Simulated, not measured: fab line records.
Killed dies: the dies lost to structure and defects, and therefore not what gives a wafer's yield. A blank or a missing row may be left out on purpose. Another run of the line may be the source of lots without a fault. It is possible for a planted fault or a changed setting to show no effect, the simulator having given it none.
Which of the tools did it? + flow nand_harc + 24 lots, 72 wafers sampled, at 6 steps of a route of 1159

== WHAT THE GAUGES READ, wafer by wafer ==
NHARC_P_ZERO_WELL_INSPECT_43.
| lot  | measured    | on                | raw_defect_count |
|------|-------------|-------------------|------------------|
| L074 | day 1 19:42 | defect_inspect-02 | 20 21 33         |
| L075 | day 2 01:48 | defect_inspect-02 | 19 15 18         |
| L076 | day 2 10:57 | defect_inspect-01 | 10 5 14          |
| L077 | day 2 13:30 | defect_inspect-01 | 10 17 17         |
| L078 | day 2 19:37 | defect_inspect-02 | 10 5 7           |
| L079 | day 3 01:44 | defect_inspect-02 | 24 13 26         |
| L080 | day 3 07:27 | defect_inspect-01 | 8 11 17          |
| L081 | day 3 13:36 | defect_inspect-02 | 9 9 4            |
| L082 | day 3 19:40 | defect_inspect-02 | 10 6 11          |
| L083 | day 4 01:58 | defect_inspect-01 | 20 13 17         |
| L084 | day 4 07:27 | defect_inspect-01 | 18 14 18         |
| L085 | day 4 13:38 | defect_inspect-02 | 34 19 7          |
| L086 | day 4 19:48 | defect_inspect-02 | 7 12 17          |
| L087 | day 5 01:33 | defect_inspect-02 | 4 2 6            |
| L088 | day 5 07:23 | defect_inspect-02 | 15 15 18         |
| L089 | day 5 13:44 | defect_inspect-01 | 15 22 9          |
| L090 | day 5 19:19 | defect_inspect-02 | 12 14 8          |
| L091 | day 6 01:49 | defect_inspect-02 | 5 17 21          |
| L092 | day 6 07:53 | defect_inspect-02 | 8 24 21          |
| L093 | day 6 13:41 | defect_inspect-01 | 21 25 12         |
| L094 | day 6 19:56 | defect_inspect-01 | 6 19 18          |
| L095 | day 7 01:43 | defect_inspect-01 | 13 16 13         |
| L096 | day 7 08:03 | defect_inspect-01 | 16 13 5          |
| L097 | day 7 13:26 | defect_inspect-01 | 10 11 4          |

NHARC_P_M0_CD_MEAS_09 targets a cd of 90 nm.
| lot  | measured     | on        | cd_nm (nm)     |
|------|--------------|-----------|----------------|
| L074 | day 5 15:04  | cd_sem-03 | 90.5 91.5 90.4 |
| L075 | day 6 01:08  | cd_sem-03 | 89.2 89.3 89.4 |
| L076 | day 6 14:55  | cd_sem-01 | 89.9 90.3 90.6 |
| L077 | day 6 14:38  | cd_sem-03 | 91.1 90.4 90.0 |
| L078 | day 6 23:40  | cd_sem-01 | 89.5 89.6 89.7 |
| L079 | day 6 23:52  | cd_sem-02 | 90.5 90.9 90.8 |
| L080 | day 7 20:50  | cd_sem-01 | 90.6 90.7 90.4 |
| L081 | day 7 21:31  | cd_sem-03 | 89.7 89.9 89.7 |
| L082 | day 7 21:22  | cd_sem-02 | 89.8 89.9 90.2 |
| L083 | day 8 05:12  | cd_sem-01 | 89.9 91.0 90.2 |
| L084 | day 8 14:32  | cd_sem-02 | 89.6 89.4 89.4 |
| L085 | day 8 23:23  | cd_sem-03 | 90.3 90.2 89.5 |
| L086 | day 8 23:55  | cd_sem-03 | 90.0 89.6 89.6 |
| L087 | day 9 11:22  | cd_sem-01 | 90.3 90.3 90.1 |
| L088 | day 9 12:27  | cd_sem-02 | 90.2 89.7 89.4 |
| L089 | day 9 11:54  | cd_sem-01 | 89.1 89.9 90.2 |
| L090 | day 9 19:45  | cd_sem-01 | 90.3 90.0 89.6 |
| L091 | day 9 21:25  | cd_sem-03 | 90.0 90.4 90.9 |
| L092 | day 10 18:24 | cd_sem-02 | 89.6 89.5 89.7 |
| L093 | day 10 17:52 | cd_sem-02 | 90.3 90.8 89.7 |
| L094 | day 10 21:07 | cd_sem-02 | 89.3 89.8 89.2 |
| L095 | day 10 19:23 | cd_sem-03 | 89.6 90.0 89.8 |
| L096 | day 11 05:09 | cd_sem-02 | 89.2 90.2 89.7 |
| L097 | day 11 05:49 | cd_sem-02 | 89.6 90.5 90.6 |

NHARC_A_CHANNEL_HOLE_D1_INSPECT_40.
| lot  | measured     | on                | raw_defect_count |
|------|--------------|-------------------|------------------|
| L074 | day 8 05:43  | defect_inspect-02 | 49 64 37         |
| L075 | day 8 21:14  | defect_inspect-01 | 54 36 44         |
| L076 | day 9 05:28  | defect_inspect-01 | 62 69 61         |
| L077 | day 9 06:26  | defect_inspect-01 | 31 39 28         |
| L078 | day 9 14:20  | defect_inspect-01 | 65 61 74         |
| L079 | day 9 13:52  | defect_inspect-01 | 52 73 52         |
| L080 | day 10 16:02 | defect_inspect-01 | 28 46 54         |
| L081 | day 10 11:51 | defect_inspect-01 | 37 50 53         |
| L082 | day 10 12:01 | defect_inspect-01 | 53 54 57         |
| L083 | day 10 21:35 | defect_inspect-02 | 45 77 52         |
| L084 | day 11 06:41 | defect_inspect-02 | 76 96 85         |
| L085 | day 11 15:29 | defect_inspect-02 | 81 64 43         |
| L086 | day 11 15:48 | defect_inspect-02 | 50 54 46         |
| L087 | day 12 09:15 | defect_inspect-02 | 66 26 59         |
| L088 | day 12 12:08 | defect_inspect-01 | 85 78 64         |
| L089 | day 12 07:57 | defect_inspect-01 | 62 41 81         |
| L090 | day 12 13:22 | defect_inspect-02 | 58 86 73         |
| L091 | day 12 16:19 | defect_inspect-01 | 69 63 69         |
| L092 | day 13 12:43 | defect_inspect-01 | 68 89 101        |
| L093 | day 13 09:33 | defect_inspect-02 | 54 36 45         |
| L094 | day 13 13:51 | defect_inspect-01 | 78 44 39         |
| L095 | day 13 08:34 | defect_inspect-01 | 60 81 59         |
| L096 | day 14 02:53 | defect_inspect-01 | 67 50 75         |
| L097 | day 13 22:37 | defect_inspect-01 | 48 62 44         |

== EACH LOT AND THE TOOL THAT RAN IT (in order: tool; ch and the chambers of the sampled wafers; start) ==
| lot  | NHARC_P_ZERO_WELL_ETCH_65         | NHARC_P_M2_DESCUM_14               | NHARC_A_CHANNEL_HOLE_D1_ETCH_22  |
|------|-----------------------------------|------------------------------------|----------------------------------|
| L074 | rie_diel-07 ch 0,3, day 1 13:29   | rie_diel-13 ch 0,1,2, day 5 23:29  | har_etch-02 ch 0,1, day 8 00:52  |
| L075 | rie_diel-04 ch 0,2,3, day 1 19:35 | rie_diel-02 ch 1,2,3, day 6 09:51  | har_etch-02 ch 0,1, day 8 16:26  |
| L076 | rie_diel-04 ch 1,3, day 2 01:29   | rie_diel-02 ch 1,2,3, day 6 23:22  | har_etch-01 ch 0,1, day 9 00:43  |
| L077 | rie_diel-07 ch 1,2, day 2 07:38   | rie_diel-02 ch 0,2,3, day 6 23:01  | har_etch-02 ch 0,1, day 9 01:34  |
| L078 | rie_diel-07 ch 0,1,2, day 2 13:29 | rie_diel-06 ch 0,3, day 7 08:23    | har_etch-01 ch 0,1, day 9 09:27  |
| L079 | rie_diel-07 ch 0,1,3, day 2 19:29 | rie_diel-13 ch 0,1,2, day 7 09:07  | har_etch-02 ch 0,1, day 9 09:03  |
| L080 | rie_diel-07 ch 2,3, day 3 01:22   | rie_diel-02 ch 0,1,3, day 8 05:08  | har_etch-02 ch 0,1, day 10 11:15 |
| L081 | rie_diel-04 ch 0,1, day 3 07:29   | rie_diel-06 ch 0,2,3, day 8 06:25  | har_etch-02 ch 0,1, day 10 06:59 |
| L082 | rie_diel-04 ch 0,2, day 3 13:24   | rie_diel-02 ch 1,2, day 8 06:07    | har_etch-01 ch 0, day 10 07:02   |
| L083 | rie_diel-04 ch 1,2, day 3 19:43   | rie_diel-02 ch 1,2, day 8 14:02    | har_etch-01 ch 0,1, day 10 17:01 |
| L084 | rie_diel-07 ch 0,1,3, day 4 01:22 | rie_diel-02 ch 0,2,3, day 8 23:32  | har_etch-01 ch 0,1, day 11 01:56 |
| L085 | rie_diel-04 ch 1,2,3, day 4 07:23 | rie_diel-02 ch 0,1,2, day 9 07:38  | har_etch-01 ch 1, day 11 10:38   |
| L086 | rie_diel-10 ch 1,2,3, day 4 13:32 | rie_diel-02 ch 0,1, day 9 08:34    | har_etch-02 ch 0,1, day 11 11:02 |
| L087 | rie_diel-07 ch 0,3, day 4 19:29   | rie_diel-02 ch 0,3, day 9 20:35    | har_etch-02 ch 0,1, day 12 04:29 |
| L088 | rie_diel-07 ch 0,2, day 5 01:23   | rie_diel-06 ch 1,2,3, day 9 21:04  | har_etch-01 ch 0,1, day 12 07:28 |
| L089 | rie_diel-10 ch 1,3, day 5 07:30   | rie_diel-06 ch 0,2,3, day 9 20:51  | har_etch-01 ch 0,1, day 12 03:19 |
| L090 | rie_diel-10 ch 2,3, day 5 13:22   | rie_diel-02 ch 0,1,2, day 10 06:47 | har_etch-02 ch 0,1, day 12 08:34 |
| L091 | rie_diel-07 ch 1,2,3, day 5 19:42 | rie_diel-02 ch 0,1, day 10 06:55   | har_etch-01 ch 0, day 12 11:28   |
| L092 | rie_diel-10 ch 0,1,3, day 6 01:37 | rie_diel-13 ch 1,2,3, day 11 03:25 | har_etch-01 ch 0,1, day 13 07:52 |
| L093 | rie_diel-07 ch 0,1,2, day 6 07:29 | rie_diel-02 ch 0,1,2, day 11 02:54 | har_etch-02 ch 0,1, day 13 04:43 |
| L094 | rie_diel-07 ch 0,2,3, day 6 13:59 | rie_diel-02 ch 0,1,3, day 11 07:29 | har_etch-02 ch 0,1, day 13 08:52 |
| L095 | rie_diel-04 ch 2,3, day 6 19:29   | rie_diel-02 ch 0,2,3, day 11 04:14 | har_etch-01 ch 0,1, day 13 03:42 |
| L096 | rie_diel-10 ch 2,3, day 7 01:23   | rie_diel-02 ch 0,2,3, day 11 13:55 | har_etch-02 ch 0,1, day 13 22:08 |
| L097 | rie_diel-10 ch 1,2, day 7 07:21   | rie_diel-06 ch 0,1,3, day 11 14:53 | har_etch-02 ch 0,1, day 13 18:04 |
- NHARC_P_ZERO_WELL_ETCH_65: etches the open film in N2/H2, target depth 80 nm, overetch 24 nm, time 87.88 s.
- NHARC_P_M2_DESCUM_14: chemistry O2, time 3 s.
- NHARC_A_CHANNEL_HOLE_D1_ETCH_22: etches the open film in C4F8/O2/Ar, time 666.7 s, target depth 1600 nm.

== AS READ BY THE TOOLS THEMSELVES (means over the sampled wafers that have a number; for cases with no such wafer, the mark the record gives instead) ==
NHARC_P_ZERO_WELL_ETCH_65.
| lot  | tool        | drypump_motor_current_A (A) | oes_product_au (a.u.) | rf_vpp_V (V) | showerhead_plenum_p_Torr (Torr) | throttle_valve_pct (%) |
|------|-------------|-----------------------------|-----------------------|--------------|---------------------------------|------------------------|
| L074 | rie_diel-07 | 5.5                         | 0.998                 | 431.9        | 2.11                            | 14.171                 |
| L075 | rie_diel-04 | 6.2                         | 0.998                 | 430.7        | 2.06                            | 14.170                 |
| L076 | rie_diel-04 | 5.7                         | 0.989                 | 431.4        | 2.09                            | 14.176                 |
| L077 | rie_diel-07 | 5.4                         | 0.996                 | 429.1        | 1.99                            | 14.175                 |
| L078 | rie_diel-07 | 5.6                         | 1.001                 | 429.0        | 1.98                            | 14.168                 |
| L079 | rie_diel-07 | 5.5                         | 0.998                 | 430.0        | 2.04                            | 14.160                 |
| L080 | rie_diel-07 | 5.4                         | 0.989                 | 431.6        | 2.06                            | 14.170                 |
| L081 | rie_diel-04 | 5.6                         | 1.001                 | 434.7        | 2.18                            | 14.165                 |
| L082 | rie_diel-04 | 5.9                         | 1.006                 | 433.3        | 2.14                            | 14.173                 |
| L083 | rie_diel-04 | 5.7                         | 1.000                 | 432.4        | 2.10                            | 14.174                 |
| L084 | rie_diel-07 | 5.4                         | 1.000                 | 430.0        | 2.04                            | 14.175                 |
| L085 | rie_diel-04 | 6.1                         | 0.999                 | 430.5        | 2.04                            | 14.164                 |
| L086 | rie_diel-10 | 5.7                         | 1.009                 | 430.4        | 2.03                            | 14.175                 |
| L087 | rie_diel-07 | 5.7                         | 0.992                 | 430.4        | 2.03                            | 14.173                 |
| L088 | rie_diel-07 | 5.8                         | 1.009                 | 429.4        | 1.97                            | 14.167                 |
| L089 | rie_diel-10 | 5.7                         | 1.004                 | 428.8        | 1.96                            | 14.172                 |
| L090 | rie_diel-10 | 5.5                         | 1.000                 | 433.1        | 2.13                            | 14.176                 |
| L091 | rie_diel-07 | 5.3                         | 0.993                 | 430.5        | 2.05                            | 14.182                 |
| L092 | rie_diel-10 | 5.7                         | 1.010                 | 429.5        | 2.03                            | 14.166                 |
| L093 | rie_diel-07 | 5.6                         | 1.007                 | 429.0        | 1.98                            | 14.167                 |
| L094 | rie_diel-07 | 5.5                         | 1.002                 | 430.8        | 2.05                            | 14.176                 |
| L095 | rie_diel-04 | 6.4                         | 1.010                 | 429.8        | 1.99                            | 14.170                 |
| L096 | rie_diel-10 | 5.5                         | 1.007                 | 433.3        | 2.13                            | 14.168                 |
| L097 | rie_diel-10 | 5.8                         | 0.998                 | 429.1        | 2.00                            | 14.168                 |

NHARC_P_M2_DESCUM_14.
| lot  | tool        | drypump_motor_current_A (A) | oes_product_au (a.u.) | rf_vpp_V (V) | showerhead_plenum_p_Torr (Torr) | throttle_valve_pct (%) |
|------|-------------|-----------------------------|-----------------------|--------------|---------------------------------|------------------------|
| L074 | rie_diel-13 | 6.0                         | 0.993                 | 56.9         | 1.88                            | 11.319                 |
| L075 | rie_diel-02 | 6.1                         | 1.006                 | 57.6         | 1.95                            | 11.309                 |
| L076 | rie_diel-02 | 6.2                         | 0.999                 | 58.1         | 1.95                            | 11.314                 |
| L077 | rie_diel-02 | 6.2                         | 1.008                 | 57.5         | 1.89                            | 11.308                 |
| L078 | rie_diel-06 | 5.7                         | 0.996                 | 58.7         | 1.94                            | 11.314                 |
| L079 | rie_diel-13 | 6.0                         | 1.002                 | 57.7         | 1.87                            | 11.314                 |
| L080 | rie_diel-02 | 6.3                         | 1.001                 | 57.0         | 1.90                            | 11.309                 |
| L081 | rie_diel-06 | 5.6                         | 0.996                 | 57.9         | 1.98                            | 11.314                 |
| L082 | rie_diel-02 | 6.0                         | 0.997                 | 58.4         | 1.99                            | 11.308                 |
| L083 | rie_diel-02 | 6.1                         | 1.009                 | 59.1         | 1.99                            | 11.300                 |
| L084 | rie_diel-02 | 6.2                         | 1.003                 | 58.1         | 1.89                            | 11.308                 |
| L085 | rie_diel-02 | 6.1                         | 1.002                 | 58.2         | 1.93                            | 11.306                 |
| L086 | rie_diel-02 | 6.1                         | 1.002                 | 57.1         | 1.89                            | 11.308                 |
| L087 | rie_diel-02 | 6.4                         | 1.004                 | 57.1         | 1.86                            | 11.312                 |
| L088 | rie_diel-06 | 5.7                         | 1.001                 | 57.4         | 1.94                            | 11.312                 |
| L089 | rie_diel-06 | 5.6                         | 1.002                 | 57.8         | 1.97                            | 11.317                 |
| L090 | rie_diel-02 | 6.1                         | 1.010                 | 57.7         | 1.93                            | 11.312                 |
| L091 | rie_diel-02 | 6.1                         | 0.998                 | 58.6         | 1.94                            | 11.310                 |
| L092 | rie_diel-13 | 6.1                         | 1.008                 | 57.8         | 1.93                            | 11.305                 |
| L093 | rie_diel-02 | 6.1                         | 1.006                 | 58.4         | 1.93                            | 11.312                 |
| L094 | rie_diel-02 | 6.2                         | 1.002                 | 58.4         | 1.90                            | 11.296                 |
| L095 | rie_diel-02 | 6.2                         | 1.003                 | 57.3         | 1.89                            | 11.313                 |
| L096 | rie_diel-02 | 6.2                         | 1.008                 | 57.9         | 1.89                            | 11.313                 |
| L097 | rie_diel-06 | 5.8                         | 0.995                 | 57.6         | 1.89                            | 11.310                 |

NHARC_A_CHANNEL_HOLE_D1_ETCH_22.
| lot  | tool        | drypump_motor_current_A (A) | showerhead_plenum_p_Torr (Torr) | throttle_valve_pct (%) |
|------|-------------|-----------------------------|---------------------------------|------------------------|
| L074 | har_etch-02 | 5.8                         | 3.86                            | 32.148                 |
| L075 | har_etch-02 | 5.8                         | 3.85                            | 32.160                 |
| L076 | har_etch-01 | 6.5                         | 3.58                            | 32.167                 |
| L077 | har_etch-02 | 5.8                         | 3.85                            | 32.144                 |
| L078 | har_etch-01 | 6.5                         | 3.58                            | 32.161                 |
| L079 | har_etch-02 | 6.0                         | 3.83                            | 32.153                 |
| L080 | har_etch-02 | 5.8                         | 3.84                            | 32.154                 |
| L081 | har_etch-02 | 5.8                         | 3.84                            | 32.146                 |
| L082 | har_etch-01 | 6.6                         | 3.57                            | 32.147                 |
| L083 | har_etch-01 | 6.3                         | 3.58                            | 32.152                 |
| L084 | har_etch-01 | 6.4                         | 3.57                            | 32.162                 |
| L085 | har_etch-01 | 6.1                         | 3.57                            | 32.151                 |
| L086 | har_etch-02 | 6.0                         | 3.82                            | 32.155                 |
| L087 | har_etch-02 | 6.0                         | 3.82                            | 32.151                 |
| L088 | har_etch-01 | 6.5                         | 3.56                            | 32.152                 |
| L089 | har_etch-01 | 6.3                         | 3.57                            | 32.154                 |
| L090 | har_etch-02 | 6.0                         | 3.81                            | 32.163                 |
| L091 | har_etch-01 | 6.6                         | 3.56                            | 32.159                 |
| L092 | har_etch-01 | 6.5                         | 3.55                            | 32.154                 |
| L093 | har_etch-02 | 5.8                         | 3.83                            | 32.145                 |
| L094 | har_etch-02 | 5.8                         | 3.82                            | 32.154                 |
| L095 | har_etch-01 | 6.5                         | 3.56                            | 32.153                 |
| L096 | har_etch-02 | 5.8                         | 3.82                            | 32.154                 |
| L097 | har_etch-02 | 5.8                         | 3.82                            | 32.162                 |

== THE ANSWER, worked out from the rows above alone ==
Rule: what is usual is taken from the lots themselves. The widest of any qualifying gaps counts: lots, ordered by their means at a reading, are off when they make up no more than a third of the lots, leave a main group of 4 or more, and stand apart from it by 3 or more times the standard deviation of that group's means. Not used: any main group whose means are identical at the precision the tables above print for the reading. A lot without any number at a reading at which 4 lots or more have one is off too. Where the step has rows for the other lots, those lots are counted as sound. First the gauges in route order, then the tools' own readings, where a lot's mean is used as printed above. At the first step where some lot is off, the reading lying furthest off is the one used; lots without a number count as furthest.
Nothing can be told from this: no lot is off at any reading shown.

== WHAT THE SIMULATOR PUT IN ==
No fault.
